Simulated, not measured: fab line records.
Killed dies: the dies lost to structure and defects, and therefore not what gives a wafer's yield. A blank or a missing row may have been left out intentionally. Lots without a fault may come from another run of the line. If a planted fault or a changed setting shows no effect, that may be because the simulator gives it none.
Chamber matching :: flow nand harc :: ald hk-03 running NHARC_A_CHANNEL_FILL_D2_ALD_02: 4 sister chambers
The step deposits SiO2, target thk 6 nm, pulse time 10 s, ald cycles 60. 8 wafers are shown with their chamber, then 7 later ones without.

## EACH WAFER AND ITS CHAMBER
wafer: L601.4
chamber: 2
heater power w (W): 374
precursor pulse height rel: 1.007

wafer: L602.6
chamber: 1
heater power w (W): 454
precursor pulse height rel: 1.018

wafer: L606.2
chamber: 2
heater power w (W): 370
precursor pulse height rel: 0.998

wafer: L607.1
chamber: 0
heater power w (W): 430
precursor pulse height rel: 0.970

wafer: L607.2
chamber: 3
heater power w (W): 463
precursor pulse height rel: 1.000

wafer: L607.3
chamber: 1
heater power w (W): 468
precursor pulse height rel: 0.982

wafer: L611.2
chamber: 3
heater power w (W): 456
precursor pulse height rel: 0.985

wafer: L611.4
chamber: 0
heater power w (W): 405
precursor pulse height rel: 1.035

## WAFERS WITH NO CHAMBER GIVEN
wafer: L611.6
heater power w (W): 353
precursor pulse height rel: 1.003

wafer: L613.1
heater power w (W): 468
precursor pulse height rel: 1.007

wafer: L613.2
heater power w (W): 413
precursor pulse height rel: 0.991

wafer: L613.4
heater power w (W): 351
precursor pulse height rel: 0.987

wafer: L624.2
heater power w (W): 461
precursor pulse height rel: 0.952

wafer: L624.3
heater power w (W): 446
precursor pulse height rel: 0.993

wafer: L624.5
heater power w (W): 365
precursor pulse height rel: 0.974

## CHAMBER TAKEN BY EACH
wafer: L611.6
from the rows above: 2
in truth: 2

wafer: L613.1
from the rows above: can't be placed: 1 or 3
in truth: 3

wafer: L613.2
from the rows above: 0
in truth: 0

wafer: L613.4
from the rows above: 2
in truth: 2

wafer: L624.2
from the rows above: can't be placed: 3 or 1
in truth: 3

wafer: L624.3
from the rows above: can't be placed: 3 or 1 or 0
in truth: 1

wafer: L624.5
from the rows above: 2
in truth: 2
Correctly placed: 4 of 7. These rows do not allow placing 3 (true chamber among the candidates in 3). 0 placed wrongly.
How it was worked out, from the rows above alone: a wafer's distance from a chamber is the root of the sum, over the readings, of the square of ((its reading less the chamber's mean) divided by the reading's scatter). The wafer belongs to the nearest chamber; if the next one is less than 2 further off, it can't be placed. A chamber's mean is the mean of its shown wafers. The scatter: take each reading less its chamber's mean, square it, sum over the shown wafers, divide by the number of wafers less the number of chambers, and take the root.
